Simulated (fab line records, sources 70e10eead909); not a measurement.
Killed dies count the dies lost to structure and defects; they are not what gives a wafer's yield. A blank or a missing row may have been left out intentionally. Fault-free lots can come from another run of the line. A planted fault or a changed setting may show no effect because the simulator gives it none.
Chamber matching    flow nand_harc    NHARC_A_STAIRCASE_DESCUM_219 on rie_diel-08 has 4 sister chambers
The step chemistry O2, time 3 s. 14 wafers are shown with their chamber, then 7 later ones without.

== EACH WAFER AND ITS CHAMBER ==
wafer   chamber  drypump_motor_current_A (A)  showerhead_plenum_p_Torr (Torr)  throttle_valve_pct (%)
L074.3  0        5.4                          1.90                             11.307
L074.4  3        5.9                          1.86                             11.297
L074.5  1        5.6                          1.91                             11.323
L080.4  2        6.2                          1.87                             11.317
L080.5  0        5.5                          1.90                             11.293
L080.6  1        5.6                          1.90                             11.317
L084.2  1        5.6                          1.89                             11.308
L084.5  2        6.2                          1.87                             11.331
L084.6  1        5.6                          1.89                             11.307
L087.1  1        5.6                          1.89                             11.322
L087.2  3        5.9                          1.85                             11.319
L087.6  1        5.7                          1.89                             11.304
L094.2  2        6.2                          1.86                             11.312
L094.5  1        5.6                          1.89                             11.317

SIGNATURES (averages over the wafers above)
reading                   chamber 0  chamber 1  chamber 2  chamber 3  scatter within a chamber
drypump_motor_current_A   5.450      5.614      6.200      5.900      0.0368
showerhead_plenum_p_Torr  1.9000     1.8943     1.8667     1.8550     0.00699
throttle_valve_pct        11.30000   11.31400   11.32000   11.30800   0.00939
Rule: distance of a wafer from a chamber = root of the sum over the readings of ((wafer's reading minus chamber's mean) / reading's scatter) squared. The wafer belongs to the nearest chamber; if the next one is less than 2 further off, it can't be placed. The scatter: take each reading less its chamber's mean, square it, sum over the shown wafers, divide by the number of wafers less the number of chambers, and take the root.

== WAFERS MISSING THEIR CHAMBER ==
wafer   drypump_motor_current_A (A)  showerhead_plenum_p_Torr (Torr)  throttle_valve_pct (%)
L094.6  5.4                          1.88                             11.314
L095.1  6.2                          1.86                             11.308
L095.2  5.9                          1.85                             11.329
L095.6  5.5                          1.88                             11.315
L097.1  5.9                          1.85                             11.309
L097.3  5.7                          1.89                             11.322
L097.4  5.5                          1.88                             11.312

== THE CHAMBER EACH PASSED THROUGH ==
wafer   from the rows above      in truth
L094.6  0                        0
L095.1  2                        2
L095.2  3                        3
L095.6  can't be placed: 0 or 1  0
L097.1  3                        3
L097.3  1                        1
L097.4  can't be placed: 0 or 1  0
Correct placement for 5 of the 7. Cannot be placed on the basis of these rows: 2; the candidates contain the true chamber in 2. Placed wrongly: 0.
